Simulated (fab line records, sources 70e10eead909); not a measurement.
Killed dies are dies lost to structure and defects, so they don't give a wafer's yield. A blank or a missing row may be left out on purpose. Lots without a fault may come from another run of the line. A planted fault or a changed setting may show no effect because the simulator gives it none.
Chamber matching | flow nand_harc | NHARC_A_CHANNEL_FILL_D2_ETCHBACK_20 on rie_diel-04: 4 sister chambers
The step etches the open film in C4F8/O2/Ar, target depth 27 nm, time 13.5 s. 4 wafers are shown with their chamber, then 7 later ones without.

WAFERS WITH THEIR CHAMBER
wafer  | chamber | rf_vpp_V (V)
L497.5 | 0       | 970
L502.6 | 1       | 976
L509.1 | 2       | 976
L509.2 | 3       | 987

WAFERS WITHOUT THEIR CHAMBER
wafer  | rf_vpp_V (V)
L509.3 | 975
L515.2 | 975
L515.5 | 971
L515.6 | 976
L514.1 | 975
L514.2 | 975
L514.6 | 972

WHICH CHAMBER EACH WENT THROUGH
wafer  | from the rows above          | in truth
L509.3 | can't be placed: 1 or 2      | 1
L515.2 | can't be placed: 1 or 2      | 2
L515.5 | 0                            | 0
L515.6 | can't be placed: 1 or 2      | 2
L514.1 | can't be placed: 1 or 2      | 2
L514.2 | can't be placed: 1 or 2      | 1
L514.6 | can't be placed: 0 or 1 or 2 | 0
Placed correctly: 1 of 7. Can't be placed from these rows: 6 (the true chamber is among the candidates in 6). Placed wrongly: 0.
How it was worked out, from the rows above alone: a wafer's distance from a chamber is the root of the sum, over the readings, of the square of ((its reading less the chamber's mean) divided by the reading's scatter). The wafer belongs to the nearest chamber; if the next one is less than 2 further off, it can't be placed. A chamber's mean is the mean of its shown wafers. The scatter: with one shown wafer a chamber, the root of the mean of the squares of how far each hidden wafer lies from its nearest shown one.
